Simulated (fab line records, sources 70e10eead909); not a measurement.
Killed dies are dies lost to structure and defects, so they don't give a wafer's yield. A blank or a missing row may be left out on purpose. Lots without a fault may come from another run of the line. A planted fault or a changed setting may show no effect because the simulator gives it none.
Chamber matching | flow nand_harc | NHARC_A_WL_FILL_ETCHBACK_26 on rie_si-03: 4 sister chambers
The step etches the open film in HBr, target depth 52 nm, time 13.3 s. 4 wafers are shown with their chamber, then 8 later ones without.

WAFERS WITH THEIR CHAMBER
wafer  | chamber | drypump_motor_current_A (A)
L080.1 | 3       | 5.5
L082.4 | 0       | 5.1
L087.6 | 2       | 5.9
L089.2 | 1       | 6.0

WAFERS WITHOUT THEIR CHAMBER
wafer  | drypump_motor_current_A (A)
L089.4 | 5.6
L089.5 | 6.0
L092.1 | 6.0
L092.4 | 5.9
L092.6 | 5.6
L091.1 | 5.5
L091.2 | 5.0
L091.3 | 5.9

WHICH CHAMBER EACH WENT THROUGH
wafer  | from the rows above     | in truth
L089.4 | 3                       | 3
L089.5 | can't be placed: 1 or 2 | 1
L092.1 | can't be placed: 1 or 2 | 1
L092.4 | can't be placed: 2 or 1 | 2
L092.6 | 3                       | 3
L091.1 | 3                       | 3
L091.2 | 0                       | 0
L091.3 | can't be placed: 2 or 1 | 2
Placed correctly: 4 of 8. Can't be placed from these rows: 4 (the true chamber is among the candidates in 4). Placed wrongly: 0.
How it was worked out, from the rows above alone: a wafer's distance from a chamber is the root of the sum, over the readings, of the square of ((its reading less the chamber's mean) divided by the reading's scatter). The wafer belongs to the nearest chamber; if the next one is less than 2 further off, it can't be placed. A chamber's mean is the mean of its shown wafers. The scatter: with one shown wafer a chamber, the root of the mean of the squares of how far each hidden wafer lies from its nearest shown one.
